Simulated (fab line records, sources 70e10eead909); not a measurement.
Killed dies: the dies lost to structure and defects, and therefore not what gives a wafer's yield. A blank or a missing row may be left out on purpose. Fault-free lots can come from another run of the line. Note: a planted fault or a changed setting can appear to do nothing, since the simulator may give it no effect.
Chamber matching :: flow nandHarc :: 3 sister chambers for NHARC_P_BONDPAD_DEP_00 on pecvd-04
The step deposits SiCN, target thk 250 nm. 14 wafers are shown with their chamber, then 7 later ones without.

## WAFERS WITH THEIR CHAMBER
wafer: L078.1
chamber: 1
heaterPowerW (W): 509
susceptorTempC (C): 370.10

wafer: L078.3
chamber: 0
heaterPowerW (W): 687
susceptorTempC (C): 369.73

wafer: L078.5
chamber: 2
heaterPowerW (W): 602
susceptorTempC (C): 370.23

wafer: L082.1
chamber: 1
heaterPowerW (W): 459
susceptorTempC (C): 369.99

wafer: L082.3
chamber: 2
heaterPowerW (W): 627
susceptorTempC (C): 369.83

wafer: L082.4
chamber: 1
heaterPowerW (W): 475
susceptorTempC (C): 370.22

wafer: L084.3
chamber: 1
heaterPowerW (W): 491
susceptorTempC (C): 370.01

wafer: L084.4
chamber: 0
heaterPowerW (W): 626
susceptorTempC (C): 369.94

wafer: L084.5
chamber: 1
heaterPowerW (W): 493
susceptorTempC (C): 369.96

wafer: L086.3
chamber: 0
heaterPowerW (W): 621
susceptorTempC (C): 370.04

wafer: L086.5
chamber: 1
heaterPowerW (W): 477
susceptorTempC (C): 370.06

wafer: L086.6
chamber: 2
heaterPowerW (W): 628
susceptorTempC (C): 369.68

wafer: L087.2
chamber: 2
heaterPowerW (W): 571
susceptorTempC (C): 370.20

wafer: L087.4
chamber: 2
heaterPowerW (W): 600
susceptorTempC (C): 370.15

SIGNATURES (means of the wafers above)
reading: heaterPowerW
chamber 0: 644.67
chamber 1: 484.00
chamber 2: 605.60
scatter within a chamber: 24.1

reading: susceptorTempC
chamber 0: 369.9033
chamber 1: 370.0567
chamber 2: 370.0180
scatter within a chamber: 0.176
Rule: a wafer's distance from a chamber is the root of the sum, over the readings, of the square of ((its reading less the chamber's mean) divided by the reading's scatter). The wafer belongs to the nearest chamber; if the next one is less than 2 further off, it can't be placed. The scatter: take each reading less its chamber's mean, square it, sum over the shown wafers, divide by the number of wafers less the number of chambers, and take the root.

## WAFERS WITH NO CHAMBER GIVEN
wafer: L087.6
heaterPowerW (W): 697
susceptorTempC (C): 370.39

wafer: L091.1
heaterPowerW (W): 414
susceptorTempC (C): 369.87

wafer: L091.3
heaterPowerW (W): 556
susceptorTempC (C): 369.78

wafer: L091.5
heaterPowerW (W): 433
susceptorTempC (C): 369.74

wafer: L094.2
heaterPowerW (W): 593
susceptorTempC (C): 370.10

wafer: L094.4
heaterPowerW (W): 437
susceptorTempC (C): 370.14

wafer: L094.5
heaterPowerW (W): 673
susceptorTempC (C): 370.10

## EACH ONE'S CHAMBER
wafer: L087.6
from the rows above: can't be placed: 0 or 2
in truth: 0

wafer: L091.1
from the rows above: 1
in truth: 1

wafer: L091.3
from the rows above: can't be placed: 2 or 1 or 0
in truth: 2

wafer: L091.5
from the rows above: 1
in truth: 1

wafer: L094.2
from the rows above: can't be placed: 2 or 0
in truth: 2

wafer: L094.4
from the rows above: 1
in truth: 1

wafer: L094.5
from the rows above: can't be placed: 0 or 2
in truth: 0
Correctly placed: 3 of 7. Not placeable from these rows: 4 (in 4, the candidates include the true chamber). Number placed wrongly: 0.
